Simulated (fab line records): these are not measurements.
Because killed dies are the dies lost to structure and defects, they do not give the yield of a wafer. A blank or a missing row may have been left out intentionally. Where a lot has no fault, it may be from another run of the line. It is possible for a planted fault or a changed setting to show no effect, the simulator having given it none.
What tool caused it? || flow n5_finfet || 33 wafers from 11 lots sampled at 5 of the route's 1938 steps

== WHAT EACH GAUGE READ, for each wafer ==
N5_BEOL_M3_THK_MEAS_01.
{"lot": "L103", "measured": "day 8 17:02", "on": "film_metro-01", "M3_ILD_THK (nm)": "78.1 80.8 80.0"}
{"lot": "L106", "measured": "day 8 19:37", "on": "film_metro-01", "M3_ILD_THK (nm)": "79.0 79.1 80.5"}
{"lot": "L111", "measured": "day 9 23:53", "on": "film_metro-01", "M3_ILD_THK (nm)": "78.0 79.7 77.7"}
{"lot": "L110", "measured": "day 10 06:26", "on": "film_metro-02", "M3_ILD_THK (nm)": "78.1 79.9 80.2"}
{"lot": "L115", "measured": "day 10 08:49", "on": "film_metro-01", "M3_ILD_THK (nm)": "77.9 79.2 79.3"}
{"lot": "L112", "measured": "day 11 01:32", "on": "film_metro-01", "M3_ILD_THK (nm)": "77.3 79.3 79.2"}
{"lot": "L118", "measured": "day 12 11:57", "on": "film_metro-01", "M3_ILD_THK (nm)": "75.5 77.5 80.2"}
{"lot": "L123", "measured": "day 13 17:55", "on": "film_metro-01", "M3_ILD_THK (nm)": "81.1 80.4 82.8"}
{"lot": "L125", "measured": "day 14 01:53", "on": "film_metro-02", "M3_ILD_THK (nm)": "76.9 77.2 77.8"}
{"lot": "L124", "measured": "day 14 09:26", "on": "film_metro-01", "M3_ILD_THK (nm)": "77.1 77.7 79.1"}
{"lot": "L126", "measured": "day 15 02:05", "on": "film_metro-02", "M3_ILD_THK (nm)": "79.0 79.3 80.4"}

N5_BEOL_M4_RC_MEAS_101.
{"lot": "L103", "measured": "day 10 20:59", "on": "prober-02", "DIBL_N (mV/V)": "35.1 39.1 37.9", "DIBL_P (mV/V)": "34 39 37", "IOFF_N (nA/um)": "0.13 0.20 0.18", "IOFF_P (nA/um)": "0.21 0.28 0.25", "ION_N (uA/um)": "659 675 673", "ION_P (uA/um)": "461 466 465", "SS_N (mV/dec)": "70.7 72.3 71.7", "SS_P (mV/dec)": "72.9 73.6 73.7", "VT_N (mV)": "250 248 248", "VT_P (mV)": "-249 -246 -245"}
{"lot": "L106", "measured": "day 11 20:04", "on": "prober-01", "DIBL_N (mV/V)": "39.1 38.2 36.7", "DIBL_P (mV/V)": "42 40 39", "IOFF_N (nA/um)": "0.22 0.20 0.19", "IOFF_P (nA/um)": "0.29 0.26 0.26", "ION_N (uA/um)": "686 679 695", "ION_P (uA/um)": "468 465 481", "SS_N (mV/dec)": "72.3 72.0 71.3", "SS_P (mV/dec)": "74.4 73.7 73.7", "VT_N (mV)": "246 248 244", "VT_P (mV)": "-246 -246 -246"}
{"lot": "L111", "measured": "day 12 22:52", "on": "prober-02", "DIBL_N (mV/V)": "34.9 36.0 34.8", "DIBL_P (mV/V)": "34 36 33", "IOFF_N (nA/um)": "0.12 0.14 0.12", "IOFF_P (nA/um)": "0.15 0.19 0.15", "ION_N (uA/um)": "652 668 645", "ION_P (uA/um)": "444 456 439", "SS_N (mV/dec)": "70.7 71.9 70.9", "SS_P (mV/dec)": "71.9 73.5 72.9", "VT_N (mV)": "253 251 254", "VT_P (mV)": "-255 -255 -257"}
{"lot": "L110", "measured": "day 13 23:03", "on": "prober-02", "DIBL_N (mV/V)": "37.8 42.2 36.9", "DIBL_P (mV/V)": "38 44 37", "IOFF_N (nA/um)": "0.18 0.31 0.17", "IOFF_P (nA/um)": "0.23 0.34 0.22", "ION_N (uA/um)": "684 692 694", "ION_P (uA/um)": "470 471 468", "SS_N (mV/dec)": "72.6 73.7 71.5", "SS_P (mV/dec)": "73.9 76.2 73.5", "VT_N (mV)": "251 243 246", "VT_P (mV)": "-250 -247 -250"}
{"lot": "L115", "measured": "day 13 09:17", "on": "prober-02", "DIBL_N (mV/V)": "34.9 35.4 34.2", "DIBL_P (mV/V)": "35 33 33", "IOFF_N (nA/um)": "0.13 0.13 0.11", "IOFF_P (nA/um)": "0.20 0.17 0.15", "ION_N (uA/um)": "682 662 648", "ION_P (uA/um)": "472 458 444", "SS_N (mV/dec)": "71.0 71.3 70.2", "SS_P (mV/dec)": "73.2 72.0 72.0", "VT_N (mV)": "253 251 257", "VT_P (mV)": "-250 -255 -256"}
{"lot": "L112", "measured": "day 14 01:37", "on": "prober-01", "DIBL_N (mV/V)": "31.5 30.9 30.0", "DIBL_P (mV/V)": "30 30 29", "IOFF_N (nA/um)": "0.09 0.09 0.09", "IOFF_P (nA/um)": "0.14 0.14 0.13", "ION_N (uA/um)": "645 657 653", "ION_P (uA/um)": "446 456 455", "SS_N (mV/dec)": "70.8 69.4 69.6", "SS_P (mV/dec)": "72.5 71.8 71.3", "VT_N (mV)": "257 254 256", "VT_P (mV)": "-254 -252 -255"}
{"lot": "L118", "measured": "day 15 08:42", "on": "prober-01", "DIBL_N (mV/V)": "35.5 37.7 33.9", "DIBL_P (mV/V)": "36 38 34", "IOFF_N (nA/um)": "0.15 0.20 0.13", "IOFF_P (nA/um)": "0.18 0.22 0.16", "ION_N (uA/um)": "672 686 667", "ION_P (uA/um)": "457 463 457", "SS_N (mV/dec)": "72.1 71.2 70.4", "SS_P (mV/dec)": "72.9 74.2 72.4", "VT_N (mV)": "249 244 248", "VT_P (mV)": "-253 -251 -255"}
{"lot": "L123", "measured": "day 15 22:50", "on": "prober-02", "DIBL_N (mV/V)": "37.6 39.2 36.5", "DIBL_P (mV/V)": "38 41 37", "IOFF_N (nA/um)": "0.17 0.21 0.15", "IOFF_P (nA/um)": "0.20 0.28 0.20", "ION_N (uA/um)": "673 674 675", "ION_P (uA/um)": "458 466 462", "SS_N (mV/dec)": "71.3 72.2 71.2", "SS_P (mV/dec)": "73.8 75.1 73.9", "VT_N (mV)": "248 249 248", "VT_P (mV)": "-252 -249 -254"}
{"lot": "L125", "measured": "day 16 04:26", "on": "prober-02", "DIBL_N (mV/V)": "39.9 36.0 35.4", "DIBL_P (mV/V)": "39 34 33", "IOFF_N (nA/um)": "0.22 0.14 0.13", "IOFF_P (nA/um)": "0.24 0.17 0.17", "ION_N (uA/um)": "707 661 670", "ION_P (uA/um)": "474 450 460", "SS_N (mV/dec)": "72.3 70.8 70.4", "SS_P (mV/dec)": "74.2 73.0 72.0", "VT_N (mV)": "244 250 251", "VT_P (mV)": "-250 -252 -248"}
{"lot": "L124", "measured": "day 17 04:50", "on": "prober-02", "DIBL_N (mV/V)": "40.9 40.3 39.2", "DIBL_P (mV/V)": "44 43 41", "IOFF_N (nA/um)": "0.28 0.30 0.26", "IOFF_P (nA/um)": "0.38 0.36 0.31", "ION_N (uA/um)": "686 695 685", "ION_P (uA/um)": "469 472 464", "SS_N (mV/dec)": "73.0 72.4 72.8", "SS_P (mV/dec)": "75.4 74.8 75.0", "VT_N (mV)": "241 239 243", "VT_P (mV)": "-241 -240 -243"}
{"lot": "L126", "measured": "day 17 10:15", "on": "prober-01", "DIBL_N (mV/V)": "37.5 40.1 37.4", "DIBL_P (mV/V)": "39 42 38", "IOFF_N (nA/um)": "0.20 0.24 0.19", "IOFF_P (nA/um)": "0.25 0.29 0.24", "ION_N (uA/um)": "683 679 681", "ION_P (uA/um)": "463 461 466", "SS_N (mV/dec)": "72.7 72.7 72.0", "SS_P (mV/dec)": "73.3 74.2 73.7", "VT_N (mV)": "246 246 247", "VT_P (mV)": "-248 -248 -247"}

== WHAT TOOL EACH LOT RAN ON (gives the tool, then ch and the chambers of the sampled wafers, and finally the start) ==
{"lot": "L103", "N5_BEOL_M2_SPUTTER_92": "pvd_sputter-02, day 8 15:23", "N5_BEOL_M2_CO_CAP_55": "cvd_co-02 ch 0,1, day 8 16:43", "N5_BEOL_M3_COAT_61": "litho_track-01 ch 0, day 8 18:36"}
{"lot": "L106", "N5_BEOL_M2_SPUTTER_92": "pvd_sputter-02, day 8 17:57", "N5_BEOL_M2_CO_CAP_55": "cvd_co-01 ch 0,2, day 8 19:19", "N5_BEOL_M3_COAT_61": "litho_track-04 ch 0, day 8 22:31"}
{"lot": "L111", "N5_BEOL_M2_SPUTTER_92": "pvd_sputter-02, day 9 22:06", "N5_BEOL_M2_CO_CAP_55": "cvd_co-02 ch 0,1,2, day 9 23:34", "N5_BEOL_M3_COAT_61": "litho_track-04 ch 0, day 10 02:09"}
{"lot": "L110", "N5_BEOL_M2_SPUTTER_92": "pvd_sputter-01, day 10 04:40", "N5_BEOL_M2_CO_CAP_55": "cvd_co-01 ch 1,2, day 10 06:07", "N5_BEOL_M3_COAT_61": "litho_track-04 ch 0, day 10 08:43"}
{"lot": "L115", "N5_BEOL_M2_SPUTTER_92": "pvd_sputter-02, day 10 07:08", "N5_BEOL_M2_CO_CAP_55": "cvd_co-01 ch 0,1,2, day 10 08:27", "N5_BEOL_M3_COAT_61": "litho_track-04 ch 0, day 10 09:41"}
{"lot": "L112", "N5_BEOL_M2_SPUTTER_92": "pvd_sputter-03, day 10 23:54", "N5_BEOL_M2_CO_CAP_55": "cvd_co-02 ch 0,2, day 11 01:12", "N5_BEOL_M3_COAT_61": "litho_track-04 ch 0, day 11 01:45"}
{"lot": "L118", "N5_BEOL_M2_SPUTTER_92": "pvd_sputter-02, day 12 10:19", "N5_BEOL_M2_CO_CAP_55": "cvd_co-02 ch 0,2, day 12 11:37", "N5_BEOL_M3_COAT_61": "litho_track-03 ch 0, day 12 12:42"}
{"lot": "L123", "N5_BEOL_M2_SPUTTER_92": "pvd_sputter-02, day 13 16:16", "N5_BEOL_M2_CO_CAP_55": "cvd_co-02 ch 0,1, day 13 17:36", "N5_BEOL_M3_COAT_61": "litho_track-03 ch 0, day 13 19:11"}
{"lot": "L125", "N5_BEOL_M2_SPUTTER_92": "pvd_sputter-02, day 14 00:16", "N5_BEOL_M2_CO_CAP_55": "cvd_co-02 ch 0,1, day 14 01:34", "N5_BEOL_M3_COAT_61": "litho_track-04 ch 0, day 14 02:17"}
{"lot": "L124", "N5_BEOL_M2_SPUTTER_92": "pvd_sputter-02, day 14 07:49", "N5_BEOL_M2_CO_CAP_55": "cvd_co-01 ch 0,1, day 14 09:07", "N5_BEOL_M3_COAT_61": "litho_track-04 ch 0, day 14 09:39"}
{"lot": "L126", "N5_BEOL_M2_SPUTTER_92": "pvd_sputter-02, day 15 00:24", "N5_BEOL_M2_CO_CAP_55": "cvd_co-01 ch 0,2, day 15 01:46", "N5_BEOL_M3_COAT_61": "litho_track-03 ch 0, day 15 03:16"}
- N5_BEOL_M2_SPUTTER_92: material Cu, target thk 4.5 nm, time 8.29 s.
- N5_BEOL_M2_CO_CAP_55: material Co, precursor CCTBA/H2, target thk 2 nm, time 102.1 s.
- N5_BEOL_M3_COAT_61: time 60 s, resist thk 60 nm.

== AS READ BY THE TOOLS THEMSELVES (means over the sampled wafers that have a number; for cases with no such wafer, the mark the record gives instead) ==
N5_BEOL_M2_SPUTTER_92.
{"lot": "L103", "tool": "pvd_sputter-02", "throttle_valve_pct (%)": 29.9}
{"lot": "L106", "tool": "pvd_sputter-02", "throttle_valve_pct (%)": 29.6}
{"lot": "L111", "tool": "pvd_sputter-02", "throttle_valve_pct (%)": 30.2}
{"lot": "L110", "tool": "pvd_sputter-01", "throttle_valve_pct (%)": 30.1}
{"lot": "L115", "tool": "pvd_sputter-02", "throttle_valve_pct (%)": 29.6}
{"lot": "L112", "tool": "pvd_sputter-03", "throttle_valve_pct (%)": 29.6}
{"lot": "L118", "tool": "pvd_sputter-02", "throttle_valve_pct (%)": 29.8}
{"lot": "L123", "tool": "pvd_sputter-02", "throttle_valve_pct (%)": 29.9}
{"lot": "L125", "tool": "pvd_sputter-02", "throttle_valve_pct (%)": 29.8}
{"lot": "L124", "tool": "pvd_sputter-02", "throttle_valve_pct (%)": 29.8}
{"lot": "L126", "tool": "pvd_sputter-02", "throttle_valve_pct (%)": 29.9}

N5_BEOL_M2_CO_CAP_55.
{"lot": "L103", "tool": "cvd_co-02", "chamber_pressure_Torr (Torr)": 30.03, "heater_power_w (W)": 217}
{"lot": "L106", "tool": "cvd_co-01", "chamber_pressure_Torr (Torr)": 30.08, "heater_power_w (W)": 237}
{"lot": "L111", "tool": "cvd_co-02", "chamber_pressure_Torr (Torr)": 30.01, "heater_power_w (W)": 219}
{"lot": "L110", "tool": "cvd_co-01", "chamber_pressure_Torr (Torr)": 30.01, "heater_power_w (W)": 239}
{"lot": "L115", "tool": "cvd_co-01", "chamber_pressure_Torr (Torr)": 29.99, "heater_power_w (W)": 240}
{"lot": "L112", "tool": "cvd_co-02", "chamber_pressure_Torr (Torr)": 30.00, "heater_power_w (W)": 212}
{"lot": "L118", "tool": "cvd_co-02", "chamber_pressure_Torr (Torr)": 30.05, "heater_power_w (W)": 217}
{"lot": "L123", "tool": "cvd_co-02", "chamber_pressure_Torr (Torr)": 30.01, "heater_power_w (W)": 225}
{"lot": "L125", "tool": "cvd_co-02", "chamber_pressure_Torr (Torr)": 30.03, "heater_power_w (W)": 215}
{"lot": "L124", "tool": "cvd_co-01", "chamber_pressure_Torr (Torr)": 30.00, "heater_power_w (W)": 248}
{"lot": "L126", "tool": "cvd_co-01", "chamber_pressure_Torr (Torr)": 30.01, "heater_power_w (W)": 235}

N5_BEOL_M3_COAT_61.
{"lot": "L103", "tool": "litho_track-01", "spin_speed_rpm (rpm)": 1499.2}
{"lot": "L106", "tool": "litho_track-04", "spin_speed_rpm (rpm)": 1500.4}
{"lot": "L111", "tool": "litho_track-04", "spin_speed_rpm (rpm)": 1500.2}
{"lot": "L110", "tool": "litho_track-04", "spin_speed_rpm (rpm)": 1499.6}
{"lot": "L115", "tool": "litho_track-04", "spin_speed_rpm (rpm)": 1296.5}
{"lot": "L112", "tool": "litho_track-04", "spin_speed_rpm (rpm)": 1298.3}
{"lot": "L118", "tool": "litho_track-03", "spin_speed_rpm (rpm)": 1499.4}
{"lot": "L123", "tool": "litho_track-03", "spin_speed_rpm (rpm)": 1499.7}
{"lot": "L125", "tool": "litho_track-04", "spin_speed_rpm (rpm)": 1499.7}
{"lot": "L124", "tool": "litho_track-04", "spin_speed_rpm (rpm)": 1498.4}
{"lot": "L126", "tool": "litho_track-03", "spin_speed_rpm (rpm)": 1500.5}

== THE ANSWER, worked out from the rows above alone ==
Rule: the usual values come from the lots themselves. Put in order of their means at a reading, lots are off if they are a third of the lots or fewer, leave a main group of 4 or more, and stand apart from it by a gap of 3 or more times the standard deviation of the main group's means; of several such gaps the widest counts. If all means in a main group match to the digits the tables above print for the reading, that group is not used. Also off: a lot with no number at a reading for which 4 or more lots have one. All remaining lots with rows at the step are treated as sound. The gauges are gone through in route order, then the tools' own readings, and for those a lot's mean is taken as printed above. At the first step where some lot is off, the reading lying furthest off is the one used; lots without a number count as furthest.
Off at N5_BEOL_M3_COAT_61 (spin_speed_rpm): L115, L112. The main group has a mean of 1499.7 rpm with a standard deviation of 0.62.
A tool fits if, at that step or a process step before it, it ran every lot that is off, and no sound lot after the first of them. Of those tried, none fits.

== WHAT HAD BEEN PUT IN BY THE SIMULATOR ==
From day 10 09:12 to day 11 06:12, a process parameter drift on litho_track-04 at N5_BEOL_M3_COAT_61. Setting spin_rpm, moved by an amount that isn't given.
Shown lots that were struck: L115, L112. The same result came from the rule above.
